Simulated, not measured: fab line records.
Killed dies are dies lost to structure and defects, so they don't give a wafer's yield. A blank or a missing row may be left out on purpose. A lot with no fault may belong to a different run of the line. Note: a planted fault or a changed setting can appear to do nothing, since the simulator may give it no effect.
The tool behind it: which one? | flow nand_harc | 6 lots, 18 wafers sampled, at 2 steps of a route of 1302

## WHAT EACH GAUGE READ, for each wafer
NHARC_P_M0_OVL_MEAS_10: pitch 180 nm.
lot  | measured     | on         | overlay_x_nm (nm)
L323 | day 6 07:31  | overlay-02 | 0.3 0.7 0.6
L327 | day 8 03:01  | overlay-02 | -1.3 -1.3 -1.3
L333 | day 10 18:15 | overlay-02 | 14.5 14.2 14.8
L338 | day 12 22:17 | overlay-01 | 0.5 0.0 0.4
L340 | day 13 23:16 | overlay-01 | -0.7 -0.7 -0.7
L344 | day 15 05:39 | overlay-02 | 0.2 0.8 0.2

## EACH LOT AND THE TOOL THAT RAN IT (in order: tool; ch and the chambers of the sampled wafers; start)
lot  | NHARC_P_M0_EXPOSE_06
L323 | arfi_scanner-01 ch 0, day 6 07:18
L327 | arfi_scanner-03 ch 0, day 8 02:47
L333 | arfi_scanner-02 ch 0, day 10 18:01
L338 | arfi_scanner-03 ch 0, day 12 22:04
L340 | arfi_scanner-01 ch 0, day 13 23:03
L344 | arfi_scanner-01 ch 0, day 15 05:26
- NHARC_P_M0_EXPOSE_06: exposes mask P M0, target cd 90 nm.

## THE ANSWER, worked out from the rows above alone
Rule: the lots themselves supply what counts as usual. Put in order of their means at a reading, lots are off if they are a third of the lots or fewer, leave a main group of 4 or more, and stand apart from it by a gap of 3 or more times the standard deviation of the main group's means; of several such gaps the widest counts. Not used: any main group whose means are identical at the precision the tables above print for the reading. A lot without any number at a reading at which 4 lots or more have one is off too. Where the step has rows for the other lots, those lots are counted as sound.
Off at NHARC_P_M0_OVL_MEAS_10 (overlay_x_nm): L333. Mean -0.2 nm and standard deviation 0.72 in the main group.
A tool fits if, at a process step before that reading, it ran every lot that is off, and no sound lot after the first of them. Gauges at NHARC_P_M0_OVL_MEAS_10: tried the same way as those tools. One fits: NHARC_P_M0_EXPOSE_06 on arfi_scanner-02. It ran no sound lot before its first lot that is off in this sample, so the start can't be narrowed down.

## WHAT THE SIMULATOR PUT IN
Scanner matching overlay: arfi_scanner-02, from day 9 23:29 on, at NHARC_P_M0_EXPOSE_06. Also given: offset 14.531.
Struck lots among those shown: L333. This agrees with what the rule above found.
